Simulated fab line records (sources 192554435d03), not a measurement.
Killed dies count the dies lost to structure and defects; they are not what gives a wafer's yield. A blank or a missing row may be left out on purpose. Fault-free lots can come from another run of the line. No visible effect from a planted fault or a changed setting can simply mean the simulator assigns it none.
Struck lot and sound lot, side by side	flow n5_finfet	35 steps out of a route of 1938
Sound: these wafers, L825.2, L825.3, L825.5. Struck: wafer L827.4 (L827.1, L827.5, from the same lot, were not struck and are left out); the cause is given at the end.
Per side, at each step with rows, come the tool, then ch with its chambers, and then its first start. Under that, the readings that differ: sound wafers	struck wafers	difference of the means	sigmas: that difference in standard deviations of wafers without a fault.
alike: words and numbers the same on both sides, and readings whose means are apart by under 2 such deviations; not compared: readings that were withheld, readings missing a value for some wafer, numbers with overlapping values and no deviation given by the record, and bounds like >300 which may hide the same value.
A row with sigmas, a row that says differs or no value, or rows on one side alone: a step with any of these is where the two part. When numbers do not overlap yet have no deviation, they are printed without sigmas and do not part them. A reading that every wafer of one side lacks parts them only if that side has two wafers or more.

first, 11 steps without rows for these wafers: N5_BEOL_M13_DESCUM_33 (chemistry O2, time 7.9 s); N5_BEOL_M13_ETCH_67 (etches SiARC in CF4, target depth 143 nm, time 238.3 s); N5_BEOL_M13_ETCH_68 (etches SOC in N2/H2, time 355 s); N5_BEOL_M13_STRIP_69 (strips in N2/H2); N5_BEOL_M13_TRENCH_ETCH_34 (etches SiOC in C4F8/O2/Ar, target depth 413.47 nm, time 162.6 s); N5_BEOL_M13_STRIP_70 (strips in C4F8/O2/Ar); N5_BEOL_M13_STRIP_37 (strips in N2/H2); N5_BEOL_M13_ETCH_38 (etches SiCN in CF4/N2, target depth 67.5 nm, time 71.9 s); N5_BEOL_M13_PRECLEAN_39 (cleans in residue remover, time 60 s); N5_BEOL_M13_SRD_40 (time 30 s, dry time 30 s); N5_BEOL_M13_DEGAS_41 (time 60 s).
N5_BEOL_M13_PRE_CLEAN_42: time 30 s.
  sound: pvd_sputter-02 at day 13 07:29; struck: pvd_sputter-02 at day 14 07:01
  alike: heater_power_w
then, 22 steps without rows for these wafers: N5_BEOL_M13_SPUTTER_43 (material TaN, target thk 15 nm, time 24.19 s); N5_BEOL_M13_SPUTTER_44 (material Ta, target thk 10 nm, time 16.13 s); N5_BEOL_M13_SPUTTER_45 (material Cu, target thk 80 nm, time 13.33 s); N5_BEOL_M13_ECD_47 (material Cu, target thk 936 nm); N5_BEOL_M13_ANNEAL_48 (time 90 s); N5_BEOL_M13_CMP_49 (polishes, stops on SiOC, t overpolish 17.1 s, target thk 420 nm); N5_BEOL_M13_PRE_CLEAN_52 (time 15 s); N5_BEOL_M13_DEP_53 (deposits SiCN from 3MS/NH3, target thk 50 nm, time 17.8 s); N5_BEOL_M14_ILD_DEP_00 (deposits SiO2 from TEOS/O2, target thk 1119.3 nm, time 237.4 s); N5_BEOL_M14_COAT_58 (time 60 s, resist thk 89 nm); N5_BEOL_M14_COAT_04 (resist thk 800 nm); N5_BEOL_M14_EBR_06; N5_BEOL_M14_SOFTBAKE_05 (time 60 s); N5_BEOL_M14_EXPOSE_07 (exposes mask V13); N5_BEOL_M14_PEB_08 (peb time 90 s); N5_BEOL_M14_DEVELOP_09 (develop time 45 s); N5_BEOL_M14_HARDBAKE_14 (time 120 s); N5_BEOL_M14_DESCUM_15 (chemistry O2, time 7.9 s); N5_BEOL_M14_ETCH_59 (etches BARC in N2/H2, target depth 89 nm, overetch 26.7 nm, time 67.9 s); N5_BEOL_M14_VIA_ETCH_16 (etches SiO2 in C4F8/O2/Ar, target depth 1231.3 nm); N5_BEOL_M14_STRIP_63 (strips in O2); N5_BEOL_M14_STRIP_64 (strips in O2).
N5_PASSIVATION_PROBE_49:
  sound: prober-01 at day 14 12:18; struck: prober-01 at day 15 10:18
reading	sound	struck	difference	sigmas
defect_limited_yield (%)	92.7 91.5 92.5	79.9	-12.3	-10
killed_at_M4_up	24 12 19	156	+138	+28
killed_dies	86 100 88	237	+146	+10
killed_on_rim	18 10 8	31	+19	+5
sort_bin_5_function (%)	4.3 4.7 4.3	11.9	+7.5	+9
sort_bin_6_memory (%)	2.5 3.5 3.1	4.6	+1.6	+3
sort_n_pass	1094 1080 1092	943	-146	-10
sort_yield_pct (%)	92.7 91.5 92.5	79.9	-12.3	-10
  alike: killed_at_M0_to_M3, killed_at_contacts, killed_at_front_end, killed_at_other, killed_open, killed_short

== WHERE THEY PART ==
Only at N5_PASSIVATION_PROBE_49, as far as this record shows.

WHY: whatever the simulator had introduced
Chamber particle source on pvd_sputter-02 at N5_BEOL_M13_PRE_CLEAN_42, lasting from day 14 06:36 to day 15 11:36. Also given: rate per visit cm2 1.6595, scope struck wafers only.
